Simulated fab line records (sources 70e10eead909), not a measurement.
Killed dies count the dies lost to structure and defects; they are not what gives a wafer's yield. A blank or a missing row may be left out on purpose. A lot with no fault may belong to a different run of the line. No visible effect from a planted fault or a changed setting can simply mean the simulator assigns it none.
Chamber matching | flow nand-harc | NHARC_A_STAIRCASE_DEP_301 on pecvd-02: 3 sister chambers
The step deposits SiON, target thk 30 nm. 16 wafers are shown with their chamber, then 8 later ones without.

## WAFERS WITH THEIR CHAMBER
wafer  | chamber | heater-power-w (W)
L075.2 | 0       | 768
L075.3 | 1       | 628
L075.5 | 2       | 654
L076.1 | 2       | 652
L076.5 | 2       | 673
L076.6 | 0       | 876
L077.1 | 2       | 642
L077.5 | 1       | 630
L077.6 | 0       | 739
L079.2 | 1       | 651
L079.4 | 2       | 658
L079.5 | 0       | 794
L083.1 | 0       | 820
L083.2 | 1       | 581
L083.6 | 0       | 807
L088.1 | 1       | 652

SIGNATURES, as means of the wafers listed above
reading        | chamber 0 | chamber 1 | chamber 2 | scatter within a chamber
heater-power-w | 800.67    | 628.40    | 655.80    | 33.8
Rule: a wafer's distance from a chamber is the root of the sum, over the readings, of the square of ((its reading less the chamber's mean) divided by the reading's scatter). If the next closest chamber is less than 2 further off than the closest, the wafer can't be placed; otherwise it belongs to the closest. The scatter: the root of (the sum of the squares of (reading less its chamber's mean) over the shown wafers, divided by (wafers less chambers)).

## WAFERS WITH NO CHAMBER GIVEN
wafer  | heater-power-w (W)
L088.3 | 731
L088.4 | 711
L090.1 | 595
L090.3 | 712
L090.4 | 749
L091.1 | 714
L091.3 | 600
L091.5 | 696

## WHICH CHAMBER EACH ONE RAN IN
wafer  | from the rows above          | in truth
L088.3 | can't be placed: 0 or 2 or 1 | 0
L088.4 | can't be placed: 2 or 1 or 0 | 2
L090.1 | can't be placed: 1 or 2      | 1
L090.3 | can't be placed: 2 or 1 or 0 | 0
L090.4 | can't be placed: 0 or 2      | 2
L091.1 | can't be placed: 2 or 1 or 0 | 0
L091.3 | can't be placed: 1 or 2      | 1
L091.5 | can't be placed: 2 or 1 or 0 | 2
Correct placement for 0 of the 8. From these rows, 8 cannot be placed; in 8 the true chamber is one of the candidates. Placed wrongly: 0.
